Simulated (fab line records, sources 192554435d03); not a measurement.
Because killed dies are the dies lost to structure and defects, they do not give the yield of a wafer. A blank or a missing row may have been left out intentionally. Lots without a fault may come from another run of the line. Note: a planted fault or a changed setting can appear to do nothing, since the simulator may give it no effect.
Which tool is to blame? + flow n5-finfet + 8 lots, 24 wafers sampled, at 7 steps of a route of 1938

WHAT THE GAUGES READ, wafer by wafer
N5_BEOL_M4_RC_MEAS_101. Usual: DIBL_N 36.7 mV/V, standard deviation 2.4; DIBL_P 37.4 mV/V, standard deviation 2.9; IOFF_N 0.18 nA/um, standard deviation 0.05; IOFF_P 0.23 nA/um, standard deviation 0.058; ION_N 683 uA/um, standard deviation 16; ION_P 467 uA/um, standard deviation 11; SS_N 71.7 mV/dec, standard deviation 0.77; SS_P 73.5 mV/dec, standard deviation 0.87; VT_N 249 mV, standard deviation 4.3; VT_P -250 mV, standard deviation 4.4.
| lot  | measured     | on        | DIBL_N (mV/V)  | DIBL_P (mV/V)  | IOFF_N (nA/um) | IOFF_P (nA/um) | ION_N (uA/um) | ION_P (uA/um) | SS_N (mV/dec)  | SS_P (mV/dec)  | VT_N (mV)   | VT_P (mV)      | flag |
|------|--------------|-----------|----------------|----------------|----------------|----------------|---------------|---------------|----------------|----------------|-------------|----------------|------|
| L850 | day 8 05:15  | prober-01 | 40.3 39.0 38.0 | 40.8 38.0 38.5 | 0.21 0.17 0.17 | 0.26 0.21 0.23 | 705 685 665   | 477 461 456   | 72.5 72.2 71.6 | 74.6 73.5 73.4 | 248 250 250 | -248 -254 -252 |      |
| L857 | day 10 00:06 | prober-01 | 38.4 38.5 37.4 | 38.5 38.8 36.5 | 0.19 0.21 0.18 | 0.28 0.29 0.26 | 692 703 680   | 482 484 470   | 72.2 72.1 72.1 | 74.2 73.7 73.5 | 249 245 245 | -246 -246 -246 |      |
| L859 | day 10 11:44 | prober-01 | 37.4 36.5 38.0 | 38.8 35.5 38.7 | 0.19 0.15 0.19 | 0.24 0.18 0.24 | 682 667 697   | 463 448 475   | 72.1 71.5 72.1 | 73.5 71.9 73.1 | 248 251 245 | -250 -253 -249 |      |
| L861 | day 11 04:23 | prober-01 | 39.9 40.1 38.0 | 40.6 41.1 40.3 | 0.24 0.24 0.19 | 0.30 0.30 0.28 | 686 701 673   | 472 468 465   | 72.7 73.2 71.8 | 74.0 74.5 74.7 | 245 249 247 | -245 -246 -243 |      |
| L862 | day 11 11:25 | prober-02 | 40.2 36.4 40.9 | 40.8 36.5 42.7 | 0.23 0.16 0.29 | 0.29 0.22 0.33 | 690 691 711   | 473 476 480   | 73.1 71.3 72.8 | 74.3 72.9 74.5 | 243 247 238 | -246 -249 -242 |      |
| L863 | day 11 11:47 | prober-01 | 35.1 35.5 36.0 | 35.5 35.2 37.2 | 0.17 0.16 0.18 | 0.21 0.20 0.22 | 667 662 672   | 459 451 461   | 71.8 71.6 72.4 | 73.4 72.3 73.4 | 250 251 250 | -249 -251 -250 |      |
| L865 | day 11 20:03 | prober-02 | 34.8 32.5 34.2 | 37.0 34.5 36.5 | 0.14 0.11 0.13 | 0.21 0.17 0.19 | 662 665 658   | 461 463 460   | 71.4 70.2 70.7 | 73.7 72.6 73.0 | 254 258 255 | -249 -253 -252 |      |
| L871 | day 13 12:54 | prober-02 | 36.6 37.9 37.5 | 38.0 38.7 39.5 | 0.18 0.18 0.22 | 0.20 0.21 0.24 | 698 673 697   | 473 456 466   | 71.7 71.9 72.2 | 73.0 73.6 73.6 | 247 249 243 | -252 -252 -249 |      |

N5_BEOL_M15_THK_MEAS_50: measures by xrf. Usual: M15_THK gives 843 nm (standard deviation 20).
| lot  | measured     | on            | M15_THK (nm) | flag |
|------|--------------|---------------|--------------|------|
| L850 | day 11 17:42 | film-metro-01 | 876 849 881  |      |
| L857 | day 13 10:11 | film-metro-01 | 840 826 829  |      |
| L859 | day 14 03:34 | film-metro-01 | 819 838 825  |      |
| L861 | day 15 05:40 | film-metro-02 | 845 827 809  |      |
| L862 | day 15 09:44 | film-metro-01 | 851 822 835  |      |
| L863 | day 15 13:14 | film-metro-02 | 885 861 1557 | OFF  |
| L865 | day 15 21:24 | film-metro-02 | 1569 842 844 | OFF  |
| L871 | day 17 17:14 | film-metro-01 | 843 852 823  |      |

N5_BEOL_M15_INSPECT_55: inspects for defects (darkfield). Usual: 69 for raw-defect-count, sd 24.
| lot  | measured     | on                | raw-defect-count | flag |
|------|--------------|-------------------|------------------|------|
| L850 | day 11 17:52 | defect-inspect-01 | 106 83 86        |      |
| L857 | day 13 10:22 | defect-inspect-01 | 125 52 57        |      |
| L859 | day 14 03:43 | defect-inspect-02 | 57 51 90         |      |
| L861 | day 15 05:49 | defect-inspect-02 | 59 32 54         |      |
| L862 | day 15 09:56 | defect-inspect-01 | 45 63 77         |      |
| L863 | day 15 13:23 | defect-inspect-01 | 92 73 6452       | OFF  |
| L865 | day 15 21:34 | defect-inspect-01 | 6277 72 49       | OFF  |
| L871 | day 17 17:26 | defect-inspect-01 | 88 99 92         |      |

WHICH TOOL RAN EACH LOT (tool, then ch and the chambers of the sampled wafers, then the start)
| lot  | N5_BEOL_M15_STRIP_62                          | N5_BEOL_M15_ETCH_38                           | N5_BEOL_M15_SPUTTER_43       | N5_BEOL_M15_CMP_49            |
|------|-----------------------------------------------|-----------------------------------------------|------------------------------|-------------------------------|
| L850 | rie-diel-06 ch 2,3, day 11 15:49 or earlier   | rie-diel-06 ch 2,3, day 11 15:49 or earlier   | pvd-sputter-01, day 11 15:49 | cmp-03 ch 0,1,2, day 11 17:25 |
| L857 | rie-diel-05 ch 1,3, day 13 08:50 or earlier   | rie-diel-05 ch 1,3, day 13 08:50 or earlier   | pvd-sputter-02, day 13 08:50 | cmp-02 ch 0,1,3, day 13 09:53 |
| L859 | rie-diel-02 ch 1,2,3, day 14 02:23 or earlier | rie-diel-02 ch 1,2,3, day 14 02:23 or earlier | pvd-sputter-02, day 14 02:23 | cmp-03 ch 0,1,2, day 14 03:18 |
| L861 | rie-diel-02 ch 0,1,3, day 15 03:58 or earlier | rie-diel-02 ch 0,1,3, day 15 03:58 or earlier | pvd-sputter-01, day 15 03:58 | cmp-02 ch 0,1, day 15 05:23   |
| L862 | rie-diel-06 ch 1,2, day 15 08:38 or earlier   | rie-diel-06 ch 1,2, day 15 08:38 or earlier   | pvd-sputter-02, day 15 08:38 | cmp-04 ch 0,2,3, day 15 09:31 |
| L863 | rie-diel-06 ch 1,2, day 15 12:07 or earlier   | rie-diel-06 ch 1,2, day 15 12:07 or earlier   | pvd-sputter-03, day 15 12:07 | cmp-02 ch 2,3, day 15 12:56   |
| L865 | rie-diel-06 ch 2,3, day 15 19:13 or earlier   | rie-diel-06 ch 2,3, day 15 19:13 or earlier   | pvd-sputter-01, day 15 19:13 | cmp-02 ch 0,3, day 15 21:06   |
| L871 | rie-diel-05 ch 0,1,2, day 17 15:46 or earlier | rie-diel-05 ch 0,1,2, day 17 15:46 or earlier | pvd-sputter-03, day 17 15:46 | cmp-03 ch 0,2,3, day 17 16:56 |
- N5_BEOL_M15_STRIP_62: strips in O2.
- N5_BEOL_M15_ETCH_38: etches SiCN in CF4/N2, target depth 106.4 nm, time 120.5 s.
- N5_BEOL_M15_SPUTTER_43: material TaN, target thk 15 nm, time 24.19 s.
- N5_BEOL_M15_CMP_49: polishes, stops on SiO2, t overpolish 4.9 s, target thk 850 nm.

WHAT THE TOOLS THEMSELVES READ (means of the sampled wafers that have a number; where no wafer has one, the mark that the record gives instead)
N5_BEOL_M15_STRIP_62. Usual: drypump-motor-current-A 5.5 A, standard deviation 0.41; oes-product-au 0.79 a.u., standard deviation 0.058; rf-vpp-V 3.6 V, standard deviation 0.45; showerhead-plenum-p-Torr 2.10 Torr, standard deviation 0.087; throttle-valve-pct 16.60 %, standard deviation 0.16.
| lot  | tool        | drypump-motor-current-A (A) | oes-product-au (a.u.) | rf-vpp-V (V) | showerhead-plenum-p-Torr (Torr) | throttle-valve-pct (%) | flag |
|------|-------------|-----------------------------|-----------------------|--------------|---------------------------------|------------------------|------|
| L850 | rie-diel-06 | 5.6                         | 0.80                  | 3.5          | 2.13                            | 16.59                  |      |
| L857 | rie-diel-05 | 5.4                         | 0.81                  | 3.6          | 2.13                            | 16.68                  |      |
| L859 | rie-diel-02 | 5.8                         | 0.72                  | 3.1          | 2.06                            | 16.63                  |      |
| L861 | rie-diel-02 | 5.5                         | 0.73                  | 3.7          | 2.08                            | 16.63                  |      |
| L862 | rie-diel-06 | 5.2                         | 0.81                  | 4.1          | 2.17                            | 16.64                  |      |
| L863 | rie-diel-06 | 5.2                         | 0.82                  | 3.9          | 2.17                            | 16.65                  |      |
| L865 | rie-diel-06 | 5.6                         | 0.77                  | 3.5          | 2.11                            | 16.65                  |      |
| L871 | rie-diel-05 | 5.6                         | 0.77                  | 4.3          | 2.14                            | 16.70                  |      |

N5_BEOL_M15_ETCH_38. Usual: cf4-flow-sccm 59.97 sccm, standard deviation 0.2; drypump-motor-current-A 5.5 A, standard deviation 0.41; oes-product-au 0.79 a.u., standard deviation 0.058; rf-vpp-V 382.4 V, standard deviation 2.1; showerhead-plenum-p-Torr 2.21 Torr, standard deviation 0.08; throttle-valve-pct 15.36 %, standard deviation 0.12.
| lot  | tool        | cf4-flow-sccm (sccm) | drypump-motor-current-A (A) | oes-product-au (a.u.) | rf-vpp-V (V) | showerhead-plenum-p-Torr (Torr) | throttle-valve-pct (%) | flag |
|------|-------------|----------------------|-----------------------------|-----------------------|--------------|---------------------------------|------------------------|------|
| L850 | rie-diel-06 | 60.05                | 5.6                         | 0.81                  | 382.7        | 2.21                            | 15.29                  |      |
| L857 | rie-diel-05 | 60.05                | 5.4                         | 0.80                  | 383.2        | 2.24                            | 15.39                  |      |
| L859 | rie-diel-02 | 59.72                | 5.8                         | 0.71                  | 380.8        | 2.18                            | 15.47                  |      |
| L861 | rie-diel-02 | 60.03                | 5.5                         | 0.72                  | 382.9        | 2.19                            | 15.45                  |      |
| L862 | rie-diel-06 | 60.20                | 5.2                         | 0.82                  | 382.8        | 2.25                            | 15.30                  |      |
| L863 | rie-diel-06 | 59.84                | 5.2                         | 0.82                  | 382.8        | 2.25                            | 15.31                  |      |
| L865 | rie-diel-06 | 59.98                | 5.6                         | 0.77                  | 382.2        | 2.20                            | 15.35                  |      |
| L871 | rie-diel-05 | 60.10                | 5.7                         | 0.77                  | 383.3        | 2.24                            | 15.43                  |      |

N5_BEOL_M15_SPUTTER_43. Usual: 29.7 % for throttle-valve-pct, sd 0.91.
| lot  | tool           | throttle-valve-pct (%) | flag |
|------|----------------|------------------------|------|
| L850 | pvd-sputter-01 | 30.3                   |      |
| L857 | pvd-sputter-02 | 29.7                   |      |
| L859 | pvd-sputter-02 | 29.3                   |      |
| L861 | pvd-sputter-01 | 30.3                   |      |
| L862 | pvd-sputter-02 | 29.2                   |      |
| L863 | pvd-sputter-03 | 29.6                   |      |
| L865 | pvd-sputter-01 | 29.6                   |      |
| L871 | pvd-sputter-03 | 29.2                   |      |

N5_BEOL_M15_CMP_49. Usual: barrier-field-endpoint-s 11.33 s, standard deviation 0.28; motor-current-A 8.7 A, standard deviation 1.3; overpolish-run-s 4.900 s, standard deviation 0.0089.
| lot  | tool   | barrier-field-endpoint-s (s) | motor-current-A (A) | overpolish-run-s (s) | flag |
|------|--------|------------------------------|---------------------|----------------------|------|
| L850 | cmp-03 | 11.09                        | 8.8                 | 4.896                |      |
| L857 | cmp-02 | 11.49                        | 8.9                 | 4.899                |      |
| L859 | cmp-03 | 11.52                        | 9.1                 | 4.911                |      |
| L861 | cmp-02 | 11.48                        | 9.2                 | 4.905                |      |
| L862 | cmp-04 | 11.52                        | 8.2                 | 4.900                |      |
| L863 | cmp-02 | 15.04                        | 8.6                 | 4.334                | OFF  |
| L865 | cmp-02 | 15.10                        | 8.8                 | 4.267                | OFF  |
| L871 | cmp-03 | 11.35                        | 7.5                 | 4.903                |      |

THE ANSWER, worked out from the rows above alone
Rule: a lot counts as off when the mean over its wafers that have a number is more than 3 standard deviations away from the usual mean. A lot without any number at a reading at which 4 lots or more have one is off too. Where the step has rows for the other lots, those lots are counted as sound. After the gauges, taken in route order, come the tools' own readings; for these a lot's mean is taken, as printed above. The first step at which some lot is off is used, and at that step the reading that is off furthest; a lot without a number counts as furthest.
Off: at N5_BEOL_M15_THK_MEAS_50 (M15_THK), L863, L865.
If a tool, at a process step before that reading, ran all the lots that are off and no sound lot after the first of them, it fits. Not tried: the gauges at N5_BEOL_M15_THK_MEAS_50; whatever is off there is also off at N5_BEOL_M15_INSPECT_55, on other tools, and gauge error can't account for it. N5_BEOL_M15_STRIP_62: start missing for some lots; hours and lot order therefore follow N5_BEOL_M15_SPUTTER_43. N5_BEOL_M15_ETCH_38: start missing for some lots; hours and lot order therefore follow N5_BEOL_M15_SPUTTER_43. Undecided on this evidence; 2 tools fit (rie-diel-06 at N5_BEOL_M15_STRIP_62 and N5_BEOL_M15_ETCH_38, cmp-02 at N5_BEOL_M15_CMP_49).

WHAT THE SIMULATOR HAD INSERTED
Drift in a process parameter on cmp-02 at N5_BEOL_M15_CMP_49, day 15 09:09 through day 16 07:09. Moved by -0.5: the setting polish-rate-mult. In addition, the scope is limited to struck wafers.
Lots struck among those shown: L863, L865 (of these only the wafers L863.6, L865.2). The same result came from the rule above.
